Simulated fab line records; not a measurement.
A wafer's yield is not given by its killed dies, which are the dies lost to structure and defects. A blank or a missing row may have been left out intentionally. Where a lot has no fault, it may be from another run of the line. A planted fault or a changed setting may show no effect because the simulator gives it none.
Struck lot and sound lot, side by side :: flow n5Finfet :: 43 out of 1938 route steps
Sound: the wafers L109.1, L109.5, L109.6. Struck: wafer L119.2 (left out: L119.1, L119.4 of the same lot, which were not struck); the cause appears at the end.
Order at every step that has rows: each side's tool, ch and its chambers, its first start. Under that, the readings that differ: sound wafers :: struck wafers :: difference of the means :: sigmas: that difference in standard deviations of wafers without a fault.
alike: readings whose means differ by less than 2 such deviations, and words and numbers that are the same on both sides. not compared: withheld readings, readings that some wafer has no value for, bounds like >300 that may hide the same value, and numbers for which the record gives no deviation and whose values overlap.
Wherever a step has rows on one side only, a row that says differs or no value, or a row with sigmas, the two part there. When numbers do not overlap yet have no deviation, they are printed without sigmas and do not part them. A reading missing from all wafers of one side parts the sides only when that side holds two or more wafers.

first, 5 steps without rows for these wafers: N5_BEOL_M3_STRIP_83 (strips in C4F6/O2); N5_BEOL_M3_STRIP_36 (strips in N2/H2); N5_BEOL_M3_TRENCH_ETCH_37 (etches SiOC in C4F6/O2, target depth 55.555 nm, time 29.2 s); N5_BEOL_M3_ETCH_41 (etches SiCN in CH3F/O2, target depth 29.9 nm, time 52.5 s); N5_BEOL_M3_STRIP_97 (strips in N2/H2, time 10 s).
N5_BEOL_M3_OCD_MEAS_38:
  sound on ocd-02, day 7 16:32; struck on ocd-01, day 10 23:00
  alike: trenchDepthNm
then, 4 steps without rows for these wafers: N5_BEOL_M3_HM_STRIP_39 (strips TiN in peroxide tin strip, target depth 25 nm, time 158 s); N5_BEOL_M3_SRD_40 (time 30 s); N5_BEOL_M3_PRECLEAN_42 (cleans in residue remover, time 60 s); N5_BEOL_M3_SRD_43 (time 30 s).
N5_BEOL_M3_CD_MEAS_35: target cd 18 nm, target cd y 21 nm.
  sound on cdSem-02, day 7 16:41; struck on cdSem-02, day 10 23:09
  alike: cdNm
N5_BEOL_M3_DEGAS_44: time 60 s.
  sound on pvdSputter-03, day 7 17:04; struck on pvdSputter-01, day 10 23:33
  alike: heaterPowerW
N5_BEOL_M3_PRE_CLEAN_45: time 30 s.
  sound on pvdSputter-03, day 7 17:07; struck on pvdSputter-01, day 10 23:35
  alike: heaterPowerW
N5_BEOL_M3_ALD_84: deposits TaN, pulse time 2 s, purge time 3 s, co reactant purge time 2 s.
  sound on aldMetal-01 ch 1,2, day 7 17:11; struck on aldMetal-03 ch 1, day 10 23:41
reading: heaterPowerW (W)
sound: 463 440 472
struck: 390
difference: -68
sigmas: -2
then, 2 steps without rows for these wafers: N5_BEOL_M3_SURFACE_TREAT_85; N5_BEOL_M3_CVD_47 (deposits Co from CCTBA/H2, target thk 3 nm, time 223.8 s).
N5_BEOL_M3_SPUTTER_48: material Cu, target thk 4.5 nm, time 8.29 s.
  sound on pvdSputter-03, day 7 17:44; struck on pvdSputter-02, day 11 00:19
  alike: throttleValvePct
then, 14 steps without rows for these wafers: N5_BEOL_M3_ANNEAL_49 (time 240 s); N5_BEOL_M3_SPUTTER_79 (material Cu, target thk 4.5 nm, time 8.29 s); N5_BEOL_M3_ANNEAL_80 (time 240 s); N5_BEOL_M3_SPUTTER_81 (material Cu, target thk 4.5 nm, time 8.29 s); N5_BEOL_M3_ANNEAL_82 (time 240 s); N5_BEOL_M3_SPUTTER_86 (material Cu, target thk 4.5 nm, time 8.29 s); N5_BEOL_M3_ANNEAL_87 (time 240 s); N5_BEOL_M3_SPUTTER_88 (material Cu, target thk 4.5 nm, time 8.29 s); N5_BEOL_M3_ANNEAL_89 (time 240 s); N5_BEOL_M3_SPUTTER_90 (material Cu, target thk 4.5 nm, time 8.29 s); N5_BEOL_M3_ANNEAL_91 (time 240 s); N5_BEOL_M3_SPUTTER_92 (material Cu, target thk 4.5 nm, time 8.29 s); N5_BEOL_M3_ANNEAL_93 (time 240 s); N5_BEOL_M3_SPUTTER_94 (material Cu, target thk 4.5 nm, time 8.29 s).
N5_BEOL_M3_ANNEAL_95: time 240 s.
  sound on pvdSputter-03, day 7 19:21; struck on pvdSputter-02, day 11 01:56
  alike: heaterPowerW
then, 4 steps without rows for these wafers: N5_BEOL_M3_SPUTTER_96 (material Cu, target thk 4.5 nm, time 8.29 s); N5_BEOL_M3_ECD_50 (material Cu, target thk 300 nm); N5_BEOL_M3_ANNEAL_51 (time 90 s); N5_BEOL_M3_CMP_52 (polishes, stops on SiOC, t overpolish 6.8 s, target thk 40 nm).
N5_BEOL_M3_THK_MEAS_53: measures by xrf.
  sound on filmMetro-02, day 7 20:22; struck on filmMetro-02, day 11 05:03
  alike: M3_THK
then, 1 step without rows for these wafers: N5_BEOL_M3_PRE_CLEAN_60 (time 15 s).
N5_BEOL_M3_CO_CAP_55: material Co, precursor CCTBA/H2, target thk 2 nm, time 102.1 s.
  sound on cvdCo-01 ch 1,2, day 7 20:26; struck on cvdCo-02 ch 1, day 11 05:08
  alike: heaterPowerW
then, 2 steps without rows for these wafers: N5_BEOL_M3_PRE_CLEAN_56 (time 15 s); N5_BEOL_M3_DEP_57 (deposits SiCN from 3MS/NH3, target thk 8 nm, time 14 s).
N5_BEOL_M3_RS_MEAS_58: a four-point-probe measurement.
  sound on filmMetro-01, day 7 20:39; struck on filmMetro-02, day 11 05:19
  alike: M3_RS
-- here the record skips 5 days between the struck wafers' starts before and after, leaving off in module BEOL_M3 and picking up in module PASSIVATION (first step shown: number 1936 of the route) --
N5_PASSIVATION_PROBE_49:
  sound on prober-01, day 12 16:47; struck on prober-01, day 16 02:12
reading: defectLimitedYield (%)
sound: 89.8 90.8 89.6
struck: 83.8
difference: -6.3
sigmas: -4

reading: killed_at_M0_to_M3
sound: 37 43 34
struck: 144
difference: +106
sigmas: +12

reading: killedAtFrontEnd
sound: 52 44 67
struck: 30
difference: -24
sigmas: -2

reading: killedDies
sound: 120 108 123
struck: 191
difference: +74
sigmas: +4

reading: killedOpen
sound: 87 69 86
struck: 48
difference: -33
sigmas: -3

reading: sort_bin_4_leakage (%)
sound: 0 0.17 0
struck: 0
difference: +0
sigmas: -4

reading: sort_bin_5_function (%)
sound: 5.9 4.7 6.3
struck: 10.1
difference: +4.5
sigmas: +4

reading: sortNPass
sound: 1060 1070 1057
struck: 989
difference: -73
sigmas: -4

reading: sortYieldPct (%)
sound: 89.8 90.7 89.6
struck: 83.8
difference: -6.2
sigmas: -4
  alike: killed_at_M4_up, killedAtContacts, killedAtOther, killedShort, sort_bin_6_memory

## WHERE THEY PART
At N5_BEOL_M3_ALD_84 first; at N5_PASSIVATION_PROBE_49 last (within this record only).

WHY: what had been put in by the simulator
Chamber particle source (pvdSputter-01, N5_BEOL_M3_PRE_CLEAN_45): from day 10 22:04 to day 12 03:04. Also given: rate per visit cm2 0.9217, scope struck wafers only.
